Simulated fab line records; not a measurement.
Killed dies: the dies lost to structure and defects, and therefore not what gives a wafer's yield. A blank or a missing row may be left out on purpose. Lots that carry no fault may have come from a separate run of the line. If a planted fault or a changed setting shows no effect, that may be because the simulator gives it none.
fab line records -- flow n5Finfet -- part 2 of 2: steps 4 to 6 of 6
[record] lots = 19, wafers = 57, lastDay = 18
route steps=1938 shown MOL_CONTACT_COAG@606 BEOL_M0_SAQP@663
lots with no fault: from the same line, run without faults
startH: the number of hours between the record's first day and the start of the first shown wafer of the lot -- waitH: how many hours have passed since the lot's step before this one -- " unchanged from the row above -- L1.1+2: one row covering several wafers at once -- - no value, or no start given -- * or withheld: withheld -- < > ~ a bound
route shown NAME@n: NAME is a module with steps in the file, n the number in the route of the first one -- usual: average and standard deviation across the fault-free wafers -- same: alike in all rows -- chamber/n: place in a boat -- sites: readings site by site -- _std_site: how widely they spread, as a standard deviation -- _edge_site: the outer-site mean with the inner-site mean subtracted -- radiusMm: for every site, how far away it sits from the centre of the wafer -- mask NAME#n: copy n -- behind: the tool/chamber that last shaped the wafer -- hold: why the lot was held/for how many hours/how that ended -- device: transistor that didn't switch, given as n, p or np -- end of line: the same wafers' tests at the end of the route -- a step given without rows: its recipe and nothing more -- killed: count of dies lost to structure and defects at first sort (not the wafer's yield) -- map: a wafer's dies, marking killed ones x, the rest . and places with no die _
set.NAME: the setting as run; set.NAME@STEP: as run at that earlier step -- model.NAME: the simulator's own value behind a step, which no gauge read
a sample of lots followed through the steps of the route, with each step as a table and each wafer as a row
services: the hour from which a tool's chamber was out of use, counted from the record's first day as startH (under 0 if before that day), plus the number of hours and why
[[steps]]
[step N5_MOL_CONTACT_COAG_ETCH_48]
[recipe] chemistry = C4F6/O2, targetDepthA = 150, overetchA = 45, maskMaterial = SOC, target = SiOC, biasW = 465, pressureMtorr = 10, timeS = 17, sourceW = 335, Ar_flow_sccm = 300, C4F6_flow_sccm = 10, O2_flow_sccm = 10, ionEnergyEv = 576
[usual] drypumpMotorCurrentA = 5.8/0.56, oes_f_703_au = 0.80/0.083, oes_o_777_au = 0.80/0.085, oesProductAu = 0.67/0.07, rfVppV = 1581/12, showerheadPlenumPTorr = 2.84/0.083, throttleValvePct = 40.76/0.27
lot.wafer,tool,chamber,startH,waitH,drypumpMotorCurrentA,oes_f_703_au,oes_o_777_au,oesProductAu,rfHoursCounterH,rfVppV,showerheadPlenumPTorr,throttleValvePct
L074.2,rieDiel-01,0,102.29,0.0,5.2,0.70,0.70,0.59,243,1565,2.80,40.80
L074.3,rieDiel-01,2,102.29,0.0,6.8,0.78,0.77,0.63,128,1575,2.86,40.88
L074.4,rieDiel-01,1,102.29,0.0,6.0,0.92,0.92,0.75,23,1592,2.91,41.08
L075.2,rieDiel-02,0,109.03,0.0,6.0,0.71,0.71,0.57,229,1561,2.69,40.37
L075.3,rieDiel-02,3,109.03,0.0,5.7,0.75,0.75,0.63,149,1589,2.95,40.56
L075.6,rieDiel-02,3,109.03,0.0,5.7,0.75,0.76,0.62,-,1588,2.95,40.56
L076.1,rieDiel-01,3,115.16,0.0,5.5,0.78,0.78,0.66,114,1590,2.86,40.99
L076.2,rieDiel-01,1,115.16,0.0,6.0,0.91,0.91,0.74,28,1590,2.90,41.09
L076.4,rieDiel-01,2,115.16,0.0,6.8,0.77,0.77,0.63,-,1574,2.86,40.88
L078.2,rieDiel-02,0,125.04,0.0,6.0,0.70,0.70,0.59,236,1560,2.68,40.38
L078.5,rieDiel-02,3,125.04,0.0,5.7,0.75,0.75,0.62,-,1589,2.95,40.55
L078.6,rieDiel-02,2,125.04,0.0,5.1,0.70,0.70,0.57,-,1572,2.80,40.76
L079.4,rieDiel-01,2,135.09,0.0,6.8,0.77,0.76,0.67,-,1575,2.86,40.89
L079.5,rieDiel-01,1,135.09,0.0,6.0,0.90,0.89,0.78,-,1591,2.90,41.10
L079.6,rieDiel-01,3,135.09,0.0,5.4,0.77,0.77,0.69,-,1591,2.85,41.00
L080.3,rieDiel-01,3,135.43,0.0,5.4,0.77,0.77,0.64,122,1591,2.85,40.98
L080.4,rieDiel-01,2,135.43,0.0,6.8,0.77,0.77,0.66,-,1574,2.86,40.88
L080.6,rieDiel-01,1,135.43,0.0,6.0,0.90,0.89,0.76,-,1591,2.90,41.10
L082.1,rieDiel-02,0,147.97,0.0,6.0,0.70,0.70,0.57,247,1560,2.68,40.38
L082.2,rieDiel-02,1,147.97,0.0,5.4,0.73,0.73,0.65,171,1590,2.72,40.46
L082.3,rieDiel-02,3,147.97,0.0,5.7,0.74,0.74,0.62,166,1589,2.95,40.56
L083.3,rieDiel-01,3,150.91,0.0,5.4,0.76,0.77,0.68,129,1590,2.85,41.00
L083.4,rieDiel-01,0,150.91,0.0,5.2,0.98,0.99,0.88,3,1563,2.79,40.36
L083.6,rieDiel-01,2,150.91,0.0,6.8,0.76,0.76,0.68,-,1573,2.86,40.90
L085.1,rieDiel-02,2,167.75,0.0,5.1,0.92,0.91,0.77,7,1571,2.79,40.62
L085.3,rieDiel-02,0,167.75,0.0,6.0,0.68,0.69,0.57,254,1561,2.68,40.40
L085.6,rieDiel-02,2,167.75,0.0,5.1,0.92,0.92,0.77,-,1572,2.79,40.63
L086.1,rieDiel-01,1,174.59,0.0,6.0,0.87,0.88,0.71,51,1591,2.89,41.10
L086.2,rieDiel-01,0,174.59,0.0,5.2,0.95,0.94,0.79,11,1564,2.79,40.35
L086.5,rieDiel-01,2,174.59,0.0,6.8,0.76,0.75,0.64,-,1572,2.85,40.90
L087.2,rieDiel-05,1,177.07,0.0,6.7,0.70,0.71,0.59,206,1562,2.71,40.43
L087.3,rieDiel-05,2,177.07,0.0,5.7,0.88,0.89,0.76,34,1585,2.90,40.95
L087.4,rieDiel-05,0,177.07,0.0,6.6,0.81,0.80,0.72,103,1603,2.99,40.73
L088.2,rieDiel-01,0,189.23,0.0,5.2,0.94,0.93,0.78,16,1563,2.79,40.36
L088.3,rieDiel-01,1,189.23,0.0,6.0,0.86,0.87,0.69,57,1589,2.89,41.10
L088.4,rieDiel-01,3,189.23,0.0,5.4,0.75,0.76,0.64,143,1590,2.84,41.00
L089.1,rieDiel-01,0,189.57,0.0,5.2,0.93,0.93,0.72,16,1564,2.79,40.34
L089.4,rieDiel-01,1,189.57,0.0,6.0,0.86,0.88,0.74,57,1589,2.89,41.13
L089.6,rieDiel-01,2,189.57,0.0,6.8,0.76,0.75,0.63,-,1575,2.85,40.91
L090.1,rieDiel-02,0,197.16,0.0,6.0,0.98,0.99,0.83,4,1587,3.01,40.31
L090.3,rieDiel-02,3,197.16,0.0,5.7,0.72,0.73,0.64,182,1586,2.94,40.60
L090.6,rieDiel-02,3,197.16,0.0,5.7,0.72,0.73,0.64,-,1588,2.94,40.59
L092.3,rieDiel-01,1,210.12,0.0,6.0,0.86,0.86,0.73,62,1589,2.89,41.12
L092.4,rieDiel-01,2,210.12,0.0,6.8,0.75,0.75,0.65,-,1574,2.85,40.92
L092.6,rieDiel-01,3,210.12,0.0,5.4,0.75,0.75,0.63,-,1591,2.84,41.00
L093.1,rieDiel-01,0,215.55,0.0,5.2,0.91,0.92,0.78,24,1564,2.78,40.36
L093.3,rieDiel-01,1,215.55,0.0,6.0,0.86,0.86,0.76,64,1590,2.89,41.12
L093.4,rieDiel-01,2,215.55,0.0,6.8,0.75,0.74,0.62,168,1573,2.85,40.92
L094.4,rieDiel-02,1,220.99,0.0,5.4,0.71,0.71,0.63,200,1589,2.71,40.49
L094.5,rieDiel-02,2,220.99,0.0,5.1,0.87,0.87,0.71,-,1571,2.78,40.64
L094.6,rieDiel-02,1,220.99,0.0,5.4,0.71,0.71,0.57,-,1589,2.71,40.46
L096.1,rieDiel-02,0,234.38,0.0,6.0,0.96,0.95,0.77,16,1585,3.01,40.32
L096.3,rieDiel-02,3,234.38,0.0,5.7,0.72,0.72,0.60,193,1587,2.93,40.60
L096.4,rieDiel-02,2,234.38,0.0,5.1,0.87,0.86,0.73,30,1571,2.78,40.67
L097.3,rieDiel-01,0,237.40,0.0,5.2,0.89,0.90,0.70,31,1563,2.78,40.35
L097.4,rieDiel-01,1,237.40,0.0,6.0,0.84,0.85,0.69,72,1590,2.88,41.12
L097.5,rieDiel-01,0,237.40,0.0,5.2,0.90,0.90,0.70,-,1564,2.78,40.36
[step N5_MOL_CONTACT_COAG_CMP_52]
[recipe] stopOn = SiO2, tOverpolishS = 1.5, postCmpClean = wDiluteNh4oh, downForcePsi = 4, platenRpm = 50.289, padVelocityMS = 1.0006, targetThkNm = 66.5
[usual] motorCurrentA = 11.8/1.4, overpolishRunS = 1.501/0.0078, timeToEndpointS = 13.7/1.8
lot.wafer,tool,chamber,startH,waitH,motorCurrentA,overpolishRunS,timeToEndpointS
L074.3,cmp-01,3,103.03,0.0,13.2,1.499,12.9
L074.4,cmp-01,0,103.03,0.0,11.8,1.502,16.1
L074.2,cmp-01,1,103.03,0.0,12.7,1.498,14.3
L075.3,cmp-02,3,109.80,0.1,10.2,1.508,13.4
L075.2,cmp-02,1,109.80,0.1,10.4,1.509,13.1
L075.6,cmp-02,3,109.80,0.1,10.3,1.490,14.7
L076.2,cmp-01,2,115.98,0.1,11.2,1.507,12.9
L076.1,cmp-01,3,115.98,0.1,13.3,1.492,13.7
L076.4,cmp-01,0,115.98,0.1,11.5,1.523,14.8
L078.2,cmp-02,1,125.82,0.1,10.3,1.501,15.9
L078.6,cmp-02,0,125.82,0.1,11.3,1.507,14.2
L078.5,cmp-02,1,125.82,0.1,10.8,1.482,12.5
L079.4,cmp-04,1,135.91,0.1,10.8,1.506,10.3
L079.5,cmp-04,2,135.91,0.1,15.7,1.498,11.4
L079.6,cmp-04,3,135.91,0.1,11.1,1.496,14.6
L080.4,cmp-01,3,136.21,0.1,14.0,1.509,11.6
L080.3,cmp-01,0,136.21,0.1,11.3,1.501,12.7
L080.6,cmp-01,3,136.21,0.1,13.9,1.499,11.1
L082.1,cmp-01,1,148.70,0.0,11.9,1.504,13.2
L082.3,cmp-01,3,148.70,0.0,13.0,1.498,12.5
L082.2,cmp-01,0,148.70,0.0,11.4,1.516,13.4
L083.3,cmp-01,1,151.64,0.0,12.1,1.518,16.8
L083.4,cmp-01,2,151.64,0.0,11.7,1.501,14.9
L083.6,cmp-01,1,151.64,0.0,11.6,1.499,14.4
L085.1,cmp-02,3,168.58,0.1,10.6,1.494,15.3
L085.3,cmp-02,0,168.58,0.1,11.6,1.498,17.1
L085.6,cmp-02,2,168.58,0.1,12.1,1.506,15.9
L086.1,cmp-04,3,175.33,0.0,10.6,1.495,15.5
L086.2,cmp-04,2,175.33,0.0,15.5,1.493,15.9
L086.5,cmp-04,3,175.33,0.0,11.5,1.510,12.7
L087.4,cmp-04,1,177.93,0.0,10.3,1.498,14.1
L087.3,cmp-04,3,177.93,0.0,11.4,1.495,12.4
L087.2,cmp-04,0,177.93,0.0,10.5,1.513,12.7
L088.4,cmp-04,0,190.03,0.1,10.4,1.500,15.9
L088.2,cmp-04,1,190.03,0.1,10.8,1.499,13.9
L088.3,cmp-04,2,190.03,0.1,15.2,1.506,15.5
L089.4,cmp-02,1,190.35,0.1,10.4,1.496,10.5
L089.1,cmp-02,3,190.35,0.1,11.0,1.485,8.7
L089.6,cmp-02,1,190.35,0.1,11.2,1.497,10.0
L090.3,cmp-02,1,197.98,0.1,10.2,1.499,13.5
L090.1,cmp-02,2,197.98,0.1,12.9,1.492,11.5
L090.6,cmp-02,1,197.98,0.1,10.6,1.509,12.0
L092.3,cmp-01,0,210.86,0.0,11.3,1.508,16.9
L092.4,cmp-01,2,210.86,0.0,11.4,1.516,15.9
L092.6,cmp-01,1,210.86,0.0,12.2,1.501,11.4
L093.4,cmp-02,0,216.39,0.0,11.4,1.485,14.0
L093.3,cmp-02,1,216.39,0.0,10.4,1.503,14.8
L093.1,cmp-02,3,216.39,0.0,10.1,1.502,15.5
L094.4,cmp-01,3,221.73,0.0,13.0,1.497,14.2
L094.6,cmp-01,3,221.73,0.0,12.7,1.502,14.7
L094.5,cmp-01,0,221.73,0.0,11.2,1.506,14.9
L096.1,cmp-04,2,235.12,0.0,15.7,1.505,11.7
L096.4,cmp-04,3,235.12,0.0,11.3,1.494,13.9
L096.3,cmp-04,0,235.12,0.0,10.4,1.507,12.8
L097.3,cmp-01,2,238.19,0.0,12.1,1.501,14.7
L097.4,cmp-01,3,238.19,0.0,13.3,1.507,14.1
L097.5,cmp-01,3,238.19,0.0,13.4,1.495,14.5
[step N5_BEOL_M0_SAQP_SPACER1_ALD_98]
[recipe] material = SiO2, targetThkA = 128, tempC = 300, aldPrecursorFamily = BDEAS, aldCoReactant = O2-plasma, pulseTimeS = 1, purgeTimeS = 2, coReactantPurgeTimeS = 2, aldCycles = 138, pressureTorr = 2
[usual] heaterPowerOuterW = 266/24, heaterPowerW = 467/38, precursorPulseHeightRel = 1.000/0.02
lot.wafer,tool,chamber,startH,waitH,heaterPowerOuterW,heaterPowerW,precursorPulseHeightRel
L074.2,aldSin-01,3,109.03,0.4,248,441,1.018
L074.3,aldSin-01,1,109.03,0.4,274,489,1.002
L074.4,aldSin-01,0,109.03,0.4,254,449,1.018
L075.2,aldSin-03,1,116.01,0.4,246,417,1.023
L075.3,aldSin-03,3,116.01,0.4,265,475,1.018
L075.6,aldSin-03,3,116.01,0.4,270,478,1.006
L076.1,aldSin-01,0,123.47,0.3,261,455,1.006
L076.2,aldSin-01,2,123.47,0.3,311,545,1.009
L076.4,aldSin-01,1,123.47,0.3,275,480,1.024
L078.2,aldSin-03,2,131.72,0.3,297,487,1.002
L078.5,aldSin-03,3,131.72,0.3,258,467,0.996
L078.6,aldSin-03,0,131.72,0.3,246,450,0.986
L079.4,aldSin-03,2,141.79,0.2,296,503,1.033
L079.5,aldSin-03,2,141.79,0.2,300,506,0.979
L079.6,aldSin-03,1,141.79,0.2,235,409,0.970
L080.3,aldSin-03,3,144.91,0.6,270,468,0.996
L080.4,aldSin-03,0,144.91,0.6,254,456,0.984
L080.6,aldSin-03,1,144.91,0.6,236,405,0.978
L082.1,aldSin-03,1,154.47,0.3,235,415,1.007
L082.2,aldSin-03,3,154.47,0.3,264,460,1.008
L082.3,aldSin-03,2,154.47,0.3,293,504,0.963
L083.3,aldSin-01,0,159.43,0.1,249,458,0.980
L083.4,aldSin-01,2,159.43,0.1,317,552,0.996
L083.6,aldSin-01,0,159.43,0.1,249,467,1.058
L085.1,aldSin-02,2,175.28,0.3,231,443,0.963
L085.3,aldSin-02,3,175.28,0.3,230,474,1.010
L085.6,aldSin-02,3,175.28,0.3,232,462,1.008
L086.1,aldSin-01,2,186.59,4.4,322,544,1.020
L086.2,aldSin-01,3,186.59,4.4,247,440,0.986
L086.5,aldSin-01,0,186.59,4.4,261,453,1.012
L087.2,aldSin-01,2,187.59,2.2,318,553,0.991
L087.3,aldSin-01,3,187.59,2.2,253,435,1.007
L087.4,aldSin-01,0,187.59,2.2,257,457,1.010
L088.2,aldSin-02,1,196.60,0.3,286,462,1.023
L088.3,aldSin-02,3,196.60,0.3,233,453,0.998
L088.4,aldSin-02,2,196.60,0.3,219,416,0.990
L089.1,aldSin-01,2,202.03,0.3,306,536,0.989
L089.4,aldSin-01,1,202.03,0.3,273,488,1.017
L089.6,aldSin-01,2,202.03,0.3,317,553,1.012
L090.1,aldSin-03,0,204.88,0.3,252,445,0.998
L090.3,aldSin-03,2,204.88,0.3,298,507,0.988
L090.6,aldSin-03,1,204.88,0.3,237,413,1.012
L092.3,aldSin-03,2,217.63,0.2,292,524,1.012
L092.4,aldSin-03,1,217.63,0.2,239,426,0.987
L092.6,aldSin-03,2,217.63,0.2,300,515,0.986
L093.1,aldSin-03,0,224.78,2.0,256,451,1.016
L093.3,aldSin-03,1,224.78,2.0,252,415,1.007
L093.4,aldSin-03,3,224.78,2.0,259,467,0.988
L094.4,aldSin-01,0,229.52,0.1,247,452,0.970
L094.5,aldSin-01,0,229.52,0.1,256,449,1.008
L094.6,aldSin-01,1,229.52,0.1,271,495,0.996
L096.1,aldSin-01,3,241.46,0.3,255,452,0.993
L096.3,aldSin-01,2,241.46,0.3,323,534,1.015
L096.4,aldSin-01,0,241.46,0.3,256,448,1.003
L097.3,aldSin-03,1,245.33,0.1,246,416,0.971
L097.4,aldSin-03,0,245.33,0.1,252,453,0.971
L097.5,aldSin-03,3,245.33,0.1,259,471,1.022
[[services]]
tool,chamber,startH,hours,kind
cmp-02,-,81.57,5.6,pm
aldSin-01,-,85.25,14.0,pm
cmp-04,-,87.41,1.5,repair
rieDiel-01,2,88.70,4.5,repair
aldSin-02,0,95.58,5.3,repair
rieDiel-01,0,112.90,5.7,repair
aldSin-03,-,123.39,2.8,pm
cmp-02,-,138.89,0.2,repair
cmp-04,-,141.60,5.7,pm
rieDiel-05,2,143.71,5.1,repair
cmp-04,-,151.40,6.6,repair
rieDiel-02,0,158.33,3.4,repair
rieDiel-02,3,159.94,8.9,repair
aldSin-01,0,167.08,11.0,repair
cmp-02,-,180.75,1.2,repair
rieDiel-05,-,187.38,0.9,repair
cmp-02,-,191.73,2.4,repair
rieDiel-01,2,196.04,7.1,repair
rieDiel-01,1,201.64,6.7,repair
cmp-04,-,206.54,4.0,pm
cmp-02,-,207.36,4.0,pm
cmp-02,-,234.29,0.7,repair
aldSin-01,1,238.20,14.7,repair
rieDiel-01,-,241.09,2.8,pm
